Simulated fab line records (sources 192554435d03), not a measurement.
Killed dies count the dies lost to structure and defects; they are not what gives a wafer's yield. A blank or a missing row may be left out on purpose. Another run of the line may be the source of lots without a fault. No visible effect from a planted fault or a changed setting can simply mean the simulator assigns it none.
Matching of chambers | flow n5 finfet | rie diel-04 running N5_BEOL_M0_SAQP_ETCH_107: 4 sister chambers
The step etches SiNx in CH3F/O2, target depth 30 nm. 4 wafers are shown with their chamber, then 7 later ones without.

## EACH WAFER AND ITS CHAMBER
wafer  | chamber | showerhead plenum p Torr (Torr)
L087.2 | 1       | 1.91
L089.5 | 3       | 1.96
L090.2 | 2       | 2.09
L090.4 | 0       | 1.97

## WAFERS WITHOUT THEIR CHAMBER
wafer  | showerhead plenum p Torr (Torr)
L090.6 | 2.09
L091.2 | 1.97
L091.5 | 1.95
L091.6 | 1.97
L092.1 | 1.90
L092.2 | 1.97
L092.4 | 2.09

## WHICH CHAMBER EACH WENT THROUGH
wafer  | from the rows above     | in truth
L090.6 | 2                       | 2
L091.2 | can't be placed: 0 or 3 | 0
L091.5 | can't be placed: 3 or 0 | 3
L091.6 | can't be placed: 0 or 3 | 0
L092.1 | 1                       | 1
L092.2 | can't be placed: 0 or 3 | 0
L092.4 | 2                       | 2
3 of 7 placed correctly. Cannot be placed on the basis of these rows: 4; the candidates contain the true chamber in 4. 0 placed wrongly.
How it was worked out, from the rows above alone: a wafer's distance from a chamber is the root of the sum, over the readings, of the square of ((its reading less the chamber's mean) divided by the reading's scatter). If the next closest chamber is less than 2 further off than the closest, the wafer can't be placed; otherwise it belongs to the closest. A chamber's mean is the mean of its shown wafers. The scatter: with one shown wafer a chamber, the root of the mean of the squares of how far each hidden wafer lies from its nearest shown one.
